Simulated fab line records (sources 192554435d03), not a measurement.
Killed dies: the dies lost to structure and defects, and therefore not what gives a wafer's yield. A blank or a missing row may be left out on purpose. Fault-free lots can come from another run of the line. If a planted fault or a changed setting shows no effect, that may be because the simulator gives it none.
Comparing a struck lot with a sound one | flow n5_finfet | 15 out of 1938 route steps
Sound: the wafers L951.1, L951.2, L951.6. Struck: wafer L972.4 (L972.1, L972.2, from the same lot, were not struck and are left out); the cause is given at the end.
For every step that has rows: the tool of each side, followed by ch and its chambers, followed by its first start. Under that, the readings that differ: sound wafers | struck wafers | difference of the means | sigmas: that difference in standard deviations of wafers without a fault.
alike: a reading whose means differ by less than 2 such deviations, as well as words and numbers matching on both sides. not compared: withheld readings; readings where some wafer has no value; bounds like >300 that might hide an equal value; numbers whose values overlap and for which the record gives no deviation.
Wherever a step has rows on one side only, a row that says differs or no value, or a row with sigmas, the two part there. Non-overlapping numbers with no deviation appear without sigmas and do not part them. A reading that every wafer of one side lacks parts them only if that side has two wafers or more.

first, 7 steps without rows for these wafers: N5_BEOL_M6_COAT_60 (time 60 s, resist thk 35 nm); N5_BEOL_M6_COAT_05 (resist thk 90 nm); N5_BEOL_M6_EBR_07; N5_BEOL_M6_SOFTBAKE_06 (time 60 s); N5_BEOL_M6_EXPOSE_08 (exposes mask M6); N5_BEOL_M6_PEB_09 (peb time 60 s); N5_BEOL_M6_DEVELOP_10 (develop time 30 s).
N5_BEOL_M6_CD_MEAS_11 targets a cd of 38.5 nm.
  sound on cd_sem-02 ch 0, day 9 05:29; struck on cd_sem-01 ch 0, day 14 10:49
  alike: cd_nm
N5_BEOL_M6_OVL_MEAS_12:
  sound on overlay-01 ch 0, day 9 05:31; struck on overlay-01 ch 0, day 14 10:50
  alike: M6_OVL
N5_BEOL_M6_INSPECT_13: inspects for defects (brightfield).
  sound on defect_inspect-02 at day 9 05:33; struck on defect_inspect-01 at day 14 10:52
  alike: raw_defect_count
N5_BEOL_M6_DESCUM_16: chemistry O2, time 7.9 s.
  sound on rie_diel-05 ch 0,2,3, day 9 05:35; struck on rie_diel-05 ch 0, day 14 11:16
  alike: drypump_motor_current_A, oes_product_au, rf_vpp_V, showerhead_plenum_p_Torr, throttle_valve_pct
  not compared: rf_hours_counter_h
N5_BEOL_M6_ETCH_61: etches SiARC in CF4, target depth 45.5 nm, time 75.8 s.
  sound on rie_diel-05 ch 0,2,3, day 9 05:37; struck on rie_diel-05 ch 0, day 14 11:18
  reading    | sound             | struck | difference | sigmas
  bias_w (W) | 36.01 36.08 36.02 | 35.80  | -0.24      | -2
  alike: drypump_motor_current_A, etch_rf_on_time_s, mfc_ar_sccm, oes_product_au, rf_vpp_V, showerhead_plenum_p_Torr, throttle_valve_pct
  not compared: rf_hours_counter_h
N5_BEOL_M6_ETCH_62: etches SOC in N2/H2, target depth 110 nm, overetch 22 nm, time 165 s.
  sound on rie_diel-05 ch 0,2,3, day 9 05:40; struck on rie_diel-05 ch 0, day 14 11:21
  reading                                    | sound             | struck | difference | sigmas
  bias_w (W)                                 | 150.2 150.2 149.6 | 116.2  | -33.8      | -82
  rf_vpp_V (V)                               | 526.7 527.2 522.9 | 448.1  | -77.5      | -31
  model.SiARC_of_BEOL_M6_COAT_60.thk_nm (nm) | 28.4 28.6 28.2    | 30.6   | +2.2       |
  alike: drypump_motor_current_A, oes_product_au, showerhead_plenum_p_Torr, throttle_valve_pct
  not compared: rf_hours_counter_h
then, 2 steps without rows for these wafers: N5_BEOL_M6_STRIP_68 (strips in N2/H2); N5_PASSIVATION_PROBE_49.

== WHERE THEY PART ==
At N5_BEOL_M6_ETCH_61 first; at N5_BEOL_M6_ETCH_62 last (within this record only).

WHY: what had been put in by the simulator
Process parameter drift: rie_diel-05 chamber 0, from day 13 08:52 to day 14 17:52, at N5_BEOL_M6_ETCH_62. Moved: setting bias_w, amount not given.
